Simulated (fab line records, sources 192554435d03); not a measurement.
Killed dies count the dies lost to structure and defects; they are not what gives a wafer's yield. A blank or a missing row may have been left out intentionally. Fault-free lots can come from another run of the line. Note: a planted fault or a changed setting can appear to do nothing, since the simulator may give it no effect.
Which tool is to blame? / flow n5 finfet / Sampling: 24 lots, 72 wafers, 2 of 1938 route steps

WHAT THE GAUGES READ, wafer by wafer
N5_BEOL_M7_INSPECT_58: inspects for defects (darkfield). Usual: raw defect count reads 78 (standard deviation 26).
lot=L074; measured=day 9 02:04; on=defect inspect-02; raw defect count=61 97 70; flag=
lot=L075; measured=day 9 06:38; on=defect inspect-01; raw defect count=72 45 84; flag=
lot=L076; measured=day 9 12:00; on=defect inspect-02; raw defect count=92 107 80; flag=
lot=L078; measured=day 9 16:26; on=defect inspect-01; raw defect count=90 66 64; flag=
lot=L077; measured=day 9 18:03; on=defect inspect-01; raw defect count=63 44 32; flag=
lot=L079; measured=day 9 23:42; on=defect inspect-01; raw defect count=86 104 101; flag=
lot=L080; measured=day 10 09:20; on=defect inspect-01; raw defect count=75 60 110; flag=
lot=L081; measured=day 10 21:50; on=defect inspect-01; raw defect count=74 55 55; flag=
lot=L082; measured=day 11 08:05; on=defect inspect-01; raw defect count=38 52 69; flag=
lot=L083; measured=day 11 23:49; on=defect inspect-01; raw defect count=89 115 92; flag=
lot=L085; measured=day 12 06:04; on=defect inspect-02; raw defect count=55 53 62; flag=
lot=L084; measured=day 12 06:19; on=defect inspect-02; raw defect count=69 104 92; flag=
lot=L086; measured=day 12 10:40; on=defect inspect-02; raw defect count=61 76 56; flag=
lot=L088; measured=day 12 13:05; on=defect inspect-02; raw defect count=126 56 51; flag=
lot=L089; measured=day 12 16:38; on=defect inspect-01; raw defect count=80 73 67; flag=
lot=L087; measured=day 12 16:34; on=defect inspect-02; raw defect count=80 136 63; flag=
lot=L090; measured=day 12 21:12; on=defect inspect-02; raw defect count=48 96 75; flag=
lot=L091; measured=day 13 18:46; on=defect inspect-02; raw defect count=95 70 56; flag=
lot=L094; measured=day 14 00:10; on=defect inspect-01; raw defect count=47 79 112; flag=
lot=L092; measured=day 14 00:20; on=defect inspect-01; raw defect count=56 56 72; flag=
lot=L093; measured=day 14 02:25; on=defect inspect-01; raw defect count=31 43 47; flag=
lot=L096; measured=day 14 21:29; on=defect inspect-02; raw defect count=59 59 82; flag=
lot=L095; measured=day 14 22:02; on=defect inspect-01; raw defect count=84 67 63; flag=
lot=L097; measured=day 14 22:20; on=defect inspect-01; raw defect count=93 86 172; flag=

WHICH TOOL RAN EACH LOT (tool, then ch and the chambers of the sampled wafers, then the start)
lot=L074; N5_BEOL_M7_CURE_75=uv cure-01 ch 2, day 8 23:43
lot=L075; N5_BEOL_M7_CURE_75=uv cure-01 ch 2, day 9 04:14
lot=L076; N5_BEOL_M7_CURE_75=uv cure-01 ch 0, day 9 08:38
lot=L078; N5_BEOL_M7_CURE_75=uv cure-01 ch 0, day 9 12:05
lot=L077; N5_BEOL_M7_CURE_75=uv cure-02 ch 2, day 9 14:38
lot=L079; N5_BEOL_M7_CURE_75=uv cure-01 ch 1, day 9 21:40
lot=L080; N5_BEOL_M7_CURE_75=uv cure-03 ch 0, day 10 06:31
lot=L081; N5_BEOL_M7_CURE_75=uv cure-02 ch 0, day 10 19:24
lot=L082; N5_BEOL_M7_CURE_75=uv cure-02 ch 2, day 11 03:55
lot=L083; N5_BEOL_M7_CURE_75=uv cure-01 ch 1, day 11 20:18
lot=L085; N5_BEOL_M7_CURE_75=uv cure-02 ch 2, day 12 03:38
lot=L084; N5_BEOL_M7_CURE_75=uv cure-02 ch 2, day 12 03:59
lot=L086; N5_BEOL_M7_CURE_75=uv cure-03 ch 0, day 12 08:21
lot=L088; N5_BEOL_M7_CURE_75=uv cure-01 ch 1, day 12 09:50
lot=L089; N5_BEOL_M7_CURE_75=uv cure-03 ch 1, day 12 14:33
lot=L087; N5_BEOL_M7_CURE_75=uv cure-01 ch 1, day 12 14:33
lot=L090; N5_BEOL_M7_CURE_75=uv cure-03 ch 2, day 12 17:04
lot=L091; N5_BEOL_M7_CURE_75=uv cure-02 ch 0, day 13 15:44
lot=L094; N5_BEOL_M7_CURE_75=uv cure-02 ch 2, day 13 19:50
lot=L092; N5_BEOL_M7_CURE_75=uv cure-01 ch 1, day 13 20:25
lot=L093; N5_BEOL_M7_CURE_75=uv cure-01 ch 2, day 13 23:40
lot=L096; N5_BEOL_M7_CURE_75=uv cure-02 ch 1, day 14 19:34
lot=L095; N5_BEOL_M7_CURE_75=uv cure-01 ch 0, day 14 19:58
lot=L097; N5_BEOL_M7_CURE_75=uv cure-03 ch 0, day 14 20:22
- N5_BEOL_M7_CURE_75: cures SiCOH lowk, time 120 s.

AS READ BY THE TOOLS THEMSELVES (means over the sampled wafers that have a number; for cases with no such wafer, the mark the record gives instead)
N5_BEOL_M7_CURE_75. Usual: lamp power pct 52.31 %, standard deviation 0.053; wafer_temp_C_max 372.1, standard deviation 0.64.
lot=L074; tool=uv cure-01; lamp power pct (%)=52.31; wafer_temp_C_max=371.8; flag=
lot=L075; tool=uv cure-01; lamp power pct (%)=52.29; wafer_temp_C_max=371.9; flag=
lot=L076; tool=uv cure-01; lamp power pct (%)=52.33; wafer_temp_C_max=373.1; flag=
lot=L078; tool=uv cure-01; lamp power pct (%)=52.28; wafer_temp_C_max=373.3; flag=
lot=L077; tool=uv cure-02; lamp power pct (%)=52.29; wafer_temp_C_max=371.8; flag=
lot=L079; tool=uv cure-01; lamp power pct (%)=52.38; wafer_temp_C_max=371.9; flag=
lot=L080; tool=uv cure-03; lamp power pct (%)=52.31; wafer_temp_C_max=372.8; flag=
lot=L081; tool=uv cure-02; lamp power pct (%)=52.34; wafer_temp_C_max=371.3; flag=
lot=L082; tool=uv cure-02; lamp power pct (%)=52.28; wafer_temp_C_max=371.7; flag=
lot=L083; tool=uv cure-01; lamp power pct (%)=52.33; wafer_temp_C_max=372.1; flag=
lot=L085; tool=uv cure-02; lamp power pct (%)=52.37; wafer_temp_C_max=371.7; flag=
lot=L084; tool=uv cure-02; lamp power pct (%)=52.30; wafer_temp_C_max=371.7; flag=
lot=L086; tool=uv cure-03; lamp power pct (%)=52.33; wafer_temp_C_max=373.0; flag=
lot=L088; tool=uv cure-01; lamp power pct (%)=52.30; wafer_temp_C_max=371.9; flag=
lot=L089; tool=uv cure-03; lamp power pct (%)=52.34; wafer_temp_C_max=371.9; flag=
lot=L087; tool=uv cure-01; lamp power pct (%)=52.33; wafer_temp_C_max=372.1; flag=
lot=L090; tool=uv cure-03; lamp power pct (%)=52.33; wafer_temp_C_max=372.2; flag=
lot=L091; tool=uv cure-02; lamp power pct (%)=52.31; wafer_temp_C_max=371.5; flag=
lot=L094; tool=uv cure-02; lamp power pct (%)=52.32; wafer_temp_C_max=371.8; flag=
lot=L092; tool=uv cure-01; lamp power pct (%)=52.35; wafer_temp_C_max=372.1; flag=
lot=L093; tool=uv cure-01; lamp power pct (%)=52.33; wafer_temp_C_max=371.6; flag=
lot=L096; tool=uv cure-02; lamp power pct (%)=52.27; wafer_temp_C_max=372.0; flag=
lot=L095; tool=uv cure-01; lamp power pct (%)=52.29; wafer_temp_C_max=372.3; flag=
lot=L097; tool=uv cure-03; lamp power pct (%)=52.31; wafer_temp_C_max=372.9; flag=

THE ANSWER, worked out from the rows above alone
Rule: a lot counts as off when the mean over its wafers that have a number is more than 3 standard deviations away from the usual mean. A lot without any number at a reading at which 4 lots or more have one is off too. All remaining lots with rows at the step are treated as sound. Order of review: gauges by route order, followed by the tools' own readings, for which a lot's mean as printed above is used. At the first step where some lot is off, the reading lying furthest off is the one used; lots without a number count as furthest.
Nothing can be told from this: no lot is off at any reading shown.

WHAT THE SIMULATOR HAD INSERTED
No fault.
